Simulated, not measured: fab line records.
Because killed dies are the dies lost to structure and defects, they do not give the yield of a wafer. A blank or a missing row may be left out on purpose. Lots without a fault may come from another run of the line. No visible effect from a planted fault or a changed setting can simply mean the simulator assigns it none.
Which tool was responsible? | flow n5 finfet | 72 wafers from 24 lots sampled at 6 of the route's 1938 steps

WHAT THE GAUGES READ, wafer by wafer
The record lacks any reading of a measuring or inspecting step that a usual standard deviation could be used to judge.

TOOL THAT RAN EACH LOT (tool first, then ch and the chambers of the sampled wafers, then the start)
lot  | N5_BEOL_M1_ANNEAL_82         | N5_BEOL_M1_SPUTTER_92        | N5_BEOL_M1_ANNEAL_51             | N5_BEOL_M2_STRIP_66                | N5_BEOL_M2_DESCUM_33               | N5_BEOL_M2_ANNEAL_89
L074 | pvd sputter-01, day 6 09:07  | pvd sputter-01, day 6 09:55  | rtp anneal-01 ch 0, day 6 10:38  | rie diel-05 ch 2,3, day 6 13:21    | rie diel-02 ch 1,2, day 6 14:01    | pvd sputter-01, day 7 07:07
L075 | pvd sputter-03, day 6 10:36  | pvd sputter-03, day 6 11:24  | rtp anneal-02 ch 0, day 6 12:05  | rie diel-06 ch 0,2,3, day 6 14:43  | rie diel-06 ch 1,2,3, day 6 15:32  | pvd sputter-03, day 7 10:10
L076 | pvd sputter-03, day 6 20:47  | pvd sputter-03, day 6 21:35  | rtp anneal-02 ch 0, day 6 22:15  | rie diel-05 ch 0,1,2, day 7 00:28  | rie diel-06 ch 1,2,3, day 7 01:20  | pvd sputter-03, day 7 21:23
L078 | pvd sputter-03, day 7 11:48  | pvd sputter-03, day 7 12:36  | rtp anneal-02 ch 0, day 7 13:14  | rie diel-02 ch 2,3, day 7 15:41    | rie diel-05 ch 1,2,3, day 7 16:40  | pvd sputter-02, day 8 13:13
L077 | pvd sputter-01, day 7 13:32  | pvd sputter-01, day 7 14:20  | rtp anneal-01 ch 0, day 7 15:11  | rie diel-06 ch 1,2,3, day 7 17:54  | rie diel-02 ch 1,3, day 7 18:42    | pvd sputter-03, day 9 00:08
L079 | pvd sputter-01, day 7 16:14  | pvd sputter-01, day 7 17:02  | rtp anneal-01 ch 0, day 7 17:40  | rie diel-02 ch 0,3, day 7 21:25    | rie diel-02 ch 0,3, day 7 22:05    | pvd sputter-01, day 9 06:41
L080 | pvd sputter-03, day 7 18:55  | pvd sputter-03, day 7 19:43  | rtp anneal-02 ch 0, day 7 20:27  | rie diel-02 ch 0,1,3, day 7 23:31  | rie diel-06 ch 1,2,3, day 8 00:11  | pvd sputter-03, day 9 11:11
L081 | pvd sputter-01, day 7 22:20  | pvd sputter-01, day 7 23:08  | rtp anneal-02 ch 0, day 8 00:00  | rie diel-06 ch 0,2,3, day 8 03:01  | rie diel-02 ch 0,1,3, day 8 03:49  | pvd sputter-01, day 9 11:26
L082 | pvd sputter-01, day 8 12:14  | pvd sputter-01, day 8 13:06  | rtp anneal-01 ch 0, day 8 13:47  | rie diel-05 ch 1,2,3, day 8 16:35  | rie diel-02 ch 0,1,3, day 8 17:14  | pvd sputter-03, day 9 13:02
L083 | pvd sputter-03, day 8 20:08  | pvd sputter-03, day 8 20:56  | rtp anneal-01 ch 0, day 8 21:34  | rie diel-02 ch 1,2,3, day 8 23:29  | rie diel-06 ch 0,2,3, day 9 00:28  | pvd sputter-02, day 9 14:22
L084 | pvd sputter-01, day 9 03:03  | pvd sputter-01, day 9 03:55  | rtp anneal-01 ch 0, day 9 04:36  | rie diel-05 ch 1,2,3, day 9 07:41  | rie diel-02 ch 0,3, day 9 08:51    | pvd sputter-03, day 10 14:35
L085 | pvd sputter-02, day 9 07:34  | pvd sputter-02, day 9 08:22  | rtp anneal-02 ch 0, day 9 09:07  | rie diel-02 ch 0,3, day 9 11:08    | rie diel-05 ch 1,2,3, day 9 12:02  | pvd sputter-03, day 10 11:13
L087 | pvd sputter-01, day 9 13:46  | pvd sputter-01, day 9 14:38  | rtp anneal-01 ch 0, day 9 15:21  | rie diel-06 ch 0,1, day 9 18:53    | rie diel-05 ch 0,1, day 9 19:39    | pvd sputter-01, day 10 11:00
L086 | pvd sputter-03, day 9 23:19  | pvd sputter-03, day 10 00:07 | rtp anneal-02 ch 0, day 10 00:45 | rie diel-06 ch 0,3, day 10 03:17   | rie diel-06 ch 0,1,3, day 10 04:10 | pvd sputter-01, day 10 14:40
L089 | pvd sputter-03, day 10 03:36 | pvd sputter-03, day 10 04:24 | rtp anneal-01 ch 0, day 10 05:02 | rie diel-06 ch 0,1,2, day 10 07:13 | rie diel-05 ch 1,2,3, day 10 08:05 | pvd sputter-01, day 10 17:34
L091 | pvd sputter-02, day 10 17:08 | pvd sputter-02, day 10 17:56 | rtp anneal-02 ch 0, day 10 18:35 | rie diel-02 ch 0,1,2, day 10 22:25 | rie diel-05 ch 0,1,2, day 10 23:32 | pvd sputter-03, day 11 06:29
L088 | pvd sputter-03, day 10 20:40 | pvd sputter-03, day 10 21:28 | rtp anneal-01 ch 0, day 10 22:12 | rie diel-02 ch 0,2,3, day 11 01:30 | rie diel-05 ch 1,2, day 11 02:17   | pvd sputter-02, day 11 06:15
L090 | pvd sputter-03, day 11 00:11 | pvd sputter-03, day 11 00:59 | rtp anneal-01 ch 0, day 11 01:37 | rie diel-06 ch 0,2,3, day 11 05:14 | rie diel-05 ch 0,3, day 11 06:19   | pvd sputter-01, day 11 15:07
L092 | pvd sputter-01, day 11 02:11 | pvd sputter-01, day 11 02:59 | rtp anneal-02 ch 0, day 11 03:40 | rie diel-05 ch 1,3, day 11 06:10   | rie diel-02 ch 0,2, day 11 06:56   | pvd sputter-03, day 11 22:31
L093 | pvd sputter-03, day 11 16:22 | pvd sputter-03, day 11 17:10 | rtp anneal-01 ch 0, day 11 17:48 | rie diel-02 ch 1,3, day 11 21:25   | rie diel-02 ch 1,3, day 11 22:34   | pvd sputter-01, day 12 01:49
L094 | pvd sputter-03, day 12 01:48 | pvd sputter-03, day 12 02:36 | rtp anneal-02 ch 0, day 12 03:14 | rie diel-02 ch 0,2, day 12 05:29   | rie diel-06 ch 0,2,3, day 12 06:24 | pvd sputter-02, day 12 11:19
L095 | pvd sputter-03, day 12 05:54 | pvd sputter-03, day 12 06:42 | rtp anneal-02 ch 0, day 12 07:20 | rie diel-05 ch 0,2,3, day 12 09:26 | rie diel-02 ch 0,3, day 12 10:37   | pvd sputter-02, day 12 18:11
L096 | pvd sputter-02, day 12 08:58 | pvd sputter-02, day 12 09:46 | rtp anneal-01 ch 0, day 12 10:24 | rie diel-05 ch 0,1, day 12 13:34   | rie diel-05 ch 1,3, day 12 14:14   | pvd sputter-03, day 13 01:43
L097 | pvd sputter-01, day 12 16:10 | pvd sputter-01, day 12 16:58 | rtp anneal-02 ch 0, day 12 17:36 | rie diel-05 ch 0,1,3, day 12 20:50 | rie diel-02 ch 0,2, day 12 21:29   | pvd sputter-03, day 13 16:13
- N5_BEOL_M1_ANNEAL_82: time 240 s.
- N5_BEOL_M1_SPUTTER_92: material Cu, target thk 4.5 nm, time 8.29 s.
- N5_BEOL_M1_ANNEAL_51: time 90 s.
- N5_BEOL_M2_STRIP_66: strips in CF4.
- N5_BEOL_M2_DESCUM_33: chemistry O2, time 7 s.
- N5_BEOL_M2_ANNEAL_89: time 240 s.

WHAT THE TOOLS THEMSELVES READ (means of the sampled wafers that have a number; where no wafer has one, the mark that the record gives instead)
N5_BEOL_M1_ANNEAL_82. Usual: heater power w 848 W, standard deviation 80.
lot  | tool           | heater power w (W) | flag
L074 | pvd sputter-01 | 916                |
L075 | pvd sputter-03 | 801                |
L076 | pvd sputter-03 | 800                |
L078 | pvd sputter-03 | 824                |
L077 | pvd sputter-01 | 862                |
L079 | pvd sputter-01 | 894                |
L080 | pvd sputter-03 | 784                |
L081 | pvd sputter-01 | 917                |
L082 | pvd sputter-01 | 903                |
L083 | pvd sputter-03 | 821                |
L084 | pvd sputter-01 | 880                |
L085 | pvd sputter-02 | 881                |
L087 | pvd sputter-01 | 877                |
L086 | pvd sputter-03 | 841                |
L089 | pvd sputter-03 | 830                |
L091 | pvd sputter-02 | 786                |
L088 | pvd sputter-03 | 785                |
L090 | pvd sputter-03 | 788                |
L092 | pvd sputter-01 | 917                |
L093 | pvd sputter-03 | 814                |
L094 | pvd sputter-03 | 836                |
L095 | pvd sputter-03 | 836                |
L096 | pvd sputter-02 | 767                |
L097 | pvd sputter-01 | 936                |

N5_BEOL_M1_SPUTTER_92. Usual: chuck gas flow sccm 1.28 sccm, standard deviation 0.062; throttle valve pct 30.0 %, standard deviation 0.99.
lot  | tool           | chuck gas flow sccm (sccm) | throttle valve pct (%) | flag
L074 | pvd sputter-01 | 1.22                       | 29.6                   |
L075 | pvd sputter-03 | 1.21                       | 29.9                   |
L076 | pvd sputter-03 | 1.26                       | 30.1                   |
L078 | pvd sputter-03 | 1.29                       | 29.8                   |
L077 | pvd sputter-01 | 1.31                       | 30.6                   |
L079 | pvd sputter-01 | 1.28                       | 30.2                   |
L080 | pvd sputter-03 | 1.29                       | 30.1                   |
L081 | pvd sputter-01 | 1.30                       | 29.8                   |
L082 | pvd sputter-01 | 1.27                       | 30.0                   |
L083 | pvd sputter-03 | 1.27                       | 29.8                   |
L084 | pvd sputter-01 | 1.32                       | 30.6                   |
L085 | pvd sputter-02 | 1.25                       | 30.5                   |
L087 | pvd sputter-01 | 1.25                       | 30.2                   |
L086 | pvd sputter-03 | 1.32                       | 29.4                   |
L089 | pvd sputter-03 | 1.26                       | 29.7                   |
L091 | pvd sputter-02 | 1.29                       | 30.0                   |
L088 | pvd sputter-03 | 1.22                       | 30.3                   |
L090 | pvd sputter-03 | 1.29                       | 30.3                   |
L092 | pvd sputter-01 | 1.28                       | 29.9                   |
L093 | pvd sputter-03 | 1.29                       | 30.0                   |
L094 | pvd sputter-03 | 1.26                       | 29.5                   |
L095 | pvd sputter-03 | 1.28                       | 29.5                   |
L096 | pvd sputter-02 | 1.29                       | 30.6                   |
L097 | pvd sputter-01 | 1.23                       | 29.5                   |

N5_BEOL_M1_ANNEAL_51. Usual: anneal temp c max 225.75, standard deviation 0.28; wafer_temp_C_max 226.20, standard deviation 0.26.
lot  | tool          | anneal temp c max | wafer_temp_C_max | flag
L074 | rtp anneal-01 | 225.98            | 226.41           |
L075 | rtp anneal-02 | 225.57            | 226.04           |
L076 | rtp anneal-02 | 225.34            | 225.93           |
L078 | rtp anneal-02 | 225.65            | 226.01           |
L077 | rtp anneal-01 | 226.05            | 226.24           |
L079 | rtp anneal-01 | 226.18            | 226.20           |
L080 | rtp anneal-02 | 225.61            | 226.18           |
L081 | rtp anneal-02 | 225.76            | 226.09           |
L082 | rtp anneal-01 | 225.93            | 226.32           |
L083 | rtp anneal-01 | 225.99            | 226.43           |
L084 | rtp anneal-01 | 226.18            | 226.63           |
L085 | rtp anneal-02 | 225.29            | 225.87           |
L087 | rtp anneal-01 | 225.66            | 226.24           |
L086 | rtp anneal-02 | 225.33            | 226.12           |
L089 | rtp anneal-01 | 225.99            | 226.48           |
L091 | rtp anneal-02 | 225.52            | 226.23           |
L088 | rtp anneal-01 | 225.81            | 226.24           |
L090 | rtp anneal-01 | 225.89            | 226.09           |
L092 | rtp anneal-02 | 225.73            | 226.19           |
L093 | rtp anneal-01 | 225.83            | 226.07           |
L094 | rtp anneal-02 | 225.60            | 226.13           |
L095 | rtp anneal-02 | 225.61            | 226.18           |
L096 | rtp anneal-01 | 225.97            | 226.27           |
L097 | rtp anneal-02 | 225.47            | 226.56           |

N5_BEOL_M2_STRIP_66. Usual: drypump motor current A 5.7 A, standard deviation 0.43; oes product au 0.78 a.u., standard deviation 0.085; rf fwd power W 292.6 W, standard deviation 0.88; rf vpp V 271.7 V, standard deviation 1.2; showerhead plenum p Torr 1.81 Torr, standard deviation 0.044; throttle valve pct 13.61 %, standard deviation 0.21.
lot  | tool        | drypump motor current A (A) | oes product au (a.u.) | rf fwd power W (W) | rf vpp V (V) | showerhead plenum p Torr (Torr) | throttle valve pct (%) | flag
L074 | rie diel-05 | 5.4                         | 0.76                  | 292.7              | 271.3        | 1.80                            | 13.53                  |
L075 | rie diel-06 | 6.0                         | 0.78                  | 292.9              | 271.2        | 1.80                            | 13.61                  |
L076 | rie diel-05 | 5.7                         | 0.72                  | 293.6              | 271.6        | 1.78                            | 13.74                  |
L078 | rie diel-02 | 6.0                         | 0.88                  | 293.2              | 273.4        | 1.86                            | 13.45                  |
L077 | rie diel-06 | 6.0                         | 0.76                  | 292.2              | 271.2        | 1.80                            | 13.60                  |
L079 | rie diel-02 | 6.0                         | 0.85                  | 292.2              | 273.5        | 1.89                            | 13.62                  |
L080 | rie diel-02 | 5.5                         | 0.77                  | 292.2              | 272.5        | 1.84                            | 13.69                  |
L081 | rie diel-06 | 6.0                         | 0.77                  | 291.7              | 271.8        | 1.80                            | 13.63                  |
L082 | rie diel-05 | 5.4                         | 0.76                  | 293.5              | 271.9        | 1.80                            | 13.62                  |
L083 | rie diel-02 | 5.7                         | 0.81                  | 292.5              | 271.8        | 1.83                            | 13.54                  |
L084 | rie diel-05 | 5.4                         | 0.75                  | 292.1              | 271.6        | 1.80                            | 13.63                  |
L085 | rie diel-02 | 5.6                         | 0.75                  | 292.9              | 271.2        | 1.87                            | 13.83                  |
L087 | rie diel-06 | 5.8                         | 0.85                  | 291.7              | 271.0        | 1.83                            | 13.45                  |
L086 | rie diel-06 | 5.8                         | 0.77                  | 292.5              | 270.9        | 1.79                            | 13.63                  |
L089 | rie diel-06 | 5.9                         | 0.79                  | 292.1              | 271.5        | 1.82                            | 13.58                  |
L091 | rie diel-02 | 5.3                         | 0.73                  | 293.2              | 271.3        | 1.81                            | 13.76                  |
L088 | rie diel-02 | 5.8                         | 0.79                  | 291.8              | 272.8        | 1.86                            | 13.69                  |
L090 | rie diel-06 | 6.0                         | 0.75                  | 291.8              | 270.4        | 1.79                            | 13.70                  |
L092 | rie diel-05 | 5.3                         | 0.79                  | 292.6              | 271.5        | 1.80                            | 13.50                  |
L093 | rie diel-02 | 5.9                         | 0.79                  | 292.0              | 273.1        | 1.85                            | 13.57                  |
L094 | rie diel-02 | 5.6                         | 0.85                  | 293.4              | 272.2        | 1.83                            | 13.53                  |
L095 | rie diel-05 | 5.7                         | 0.72                  | 293.3              | 271.5        | 1.78                            | 13.65                  |
L096 | rie diel-05 | 5.7                         | 0.70                  | 291.8              | 270.6        | 1.78                            | 13.89                  |
L097 | rie diel-05 | 5.6                         | 0.73                  | 292.8              | 271.3        | 1.79                            | 13.71                  |

N5_BEOL_M2_DESCUM_33. Usual: drypump motor current A 5.7 A, standard deviation 0.45; oes product au 0.79 a.u., standard deviation 0.094; rf fwd power W 49.43 W, standard deviation 0.26; rf vpp V 243.5 V, standard deviation 1; showerhead plenum p Torr 2.12 Torr, standard deviation 0.047; throttle valve pct 20.47 %, standard deviation 0.21.
lot  | tool        | drypump motor current A (A) | oes product au (a.u.) | rf fwd power W (W) | rf vpp V (V) | showerhead plenum p Torr (Torr) | throttle valve pct (%) | flag
L074 | rie diel-02 | 5.3                         | 0.76                  | 49.53              | 243.2        | 2.10                            | 20.44                  |
L075 | rie diel-06 | 5.9                         | 0.78                  | 49.02              | 242.9        | 2.09                            | 20.32                  |
L076 | rie diel-06 | 6.0                         | 0.78                  | 49.28              | 243.4        | 2.09                            | 20.33                  |
L078 | rie diel-05 | 5.4                         | 0.78                  | 49.34              | 243.6        | 2.10                            | 20.42                  |
L077 | rie diel-02 | 5.9                         | 0.87                  | 49.54              | 244.1        | 2.18                            | 20.34                  |
L079 | rie diel-02 | 5.9                         | 0.87                  | 49.59              | 245.3        | 2.21                            | 20.44                  |
L080 | rie diel-06 | 5.9                         | 0.77                  | 49.30              | 243.4        | 2.09                            | 20.34                  |
L081 | rie diel-02 | 5.5                         | 0.78                  | 49.56              | 244.4        | 2.15                            | 20.53                  |
L082 | rie diel-02 | 5.5                         | 0.78                  | 49.76              | 243.3        | 2.15                            | 20.54                  |
L083 | rie diel-06 | 6.0                         | 0.78                  | 49.18              | 242.8        | 2.09                            | 20.47                  |
L084 | rie diel-02 | 6.0                         | 0.84                  | 49.78              | 244.7        | 2.20                            | 20.44                  |
L085 | rie diel-05 | 5.4                         | 0.77                  | 49.44              | 242.8        | 2.09                            | 20.44                  |
L087 | rie diel-05 | 5.7                         | 0.72                  | 49.47              | 243.3        | 2.08                            | 20.69                  |
L086 | rie diel-06 | 5.8                         | 0.80                  | 49.45              | 243.4        | 2.11                            | 20.35                  |
L089 | rie diel-05 | 5.4                         | 0.76                  | 49.34              | 242.8        | 2.09                            | 20.45                  |
L091 | rie diel-05 | 5.7                         | 0.70                  | 49.53              | 242.8        | 2.08                            | 20.66                  |
L088 | rie diel-05 | 5.5                         | 0.68                  | 49.53              | 242.8        | 2.07                            | 20.55                  |
L090 | rie diel-05 | 5.9                         | 0.75                  | 49.20              | 243.2        | 2.11                            | 20.62                  |
L092 | rie diel-02 | 5.6                         | 0.78                  | 49.54              | 243.9        | 2.13                            | 20.55                  |
L093 | rie diel-02 | 5.9                         | 0.81                  | 49.54              | 243.3        | 2.16                            | 20.39                  |
L094 | rie diel-06 | 6.0                         | 0.75                  | 49.33              | 243.5        | 2.09                            | 20.52                  |
L095 | rie diel-02 | 6.0                         | 0.90                  | 49.55              | 244.4        | 2.19                            | 20.35                  |
L096 | rie diel-05 | 5.3                         | 0.79                  | 49.22              | 244.2        | 2.09                            | 20.39                  |
L097 | rie diel-02 | 5.4                         | 0.89                  | 49.66              | 244.0        | 2.14                            | 20.41                  |

N5_BEOL_M2_ANNEAL_89. Usual: heater power w 845 W, standard deviation 83.
lot  | tool           | heater power w (W) | flag
L074 | pvd sputter-01 | 834                |
L075 | pvd sputter-03 | 856                |
L076 | pvd sputter-03 | 797                |
L078 | pvd sputter-02 | 819                |
L077 | pvd sputter-03 | 769                |
L079 | pvd sputter-01 | 892                |
L080 | pvd sputter-03 | 805                |
L081 | pvd sputter-01 | 967                |
L082 | pvd sputter-03 | 823                |
L083 | pvd sputter-02 | 868                |
L084 | pvd sputter-03 | 791                |
L085 | pvd sputter-03 | 813                |
L087 | pvd sputter-01 | 932                |
L086 | pvd sputter-01 | 883                |
L089 | pvd sputter-01 | 843                |
L091 | pvd sputter-03 | 795                |
L088 | pvd sputter-02 | 767                |
L090 | pvd sputter-01 | 901                |
L092 | pvd sputter-03 | 801                |
L093 | pvd sputter-01 | 854                |
L094 | pvd sputter-02 | 836                |
L095 | pvd sputter-02 | 800                |
L096 | pvd sputter-03 | 785                |
L097 | pvd sputter-03 | 801                |

THE ANSWER, worked out from the rows above alone
Rule: a lot counts as off when the mean over its wafers that have a number is more than 3 standard deviations away from the usual mean. Also off: a lot with no number at a reading for which 4 or more lots have one. Where the step has rows for the other lots, those lots are counted as sound. First the gauges in route order, then the tools' own readings, where a lot's mean is used as printed above. At the first step where some lot is off, the reading lying furthest off is the one used; lots without a number count as furthest.
No lot is off at any reading shown: from this, nothing can be told.

WHAT HAD BEEN PUT IN BY THE SIMULATOR
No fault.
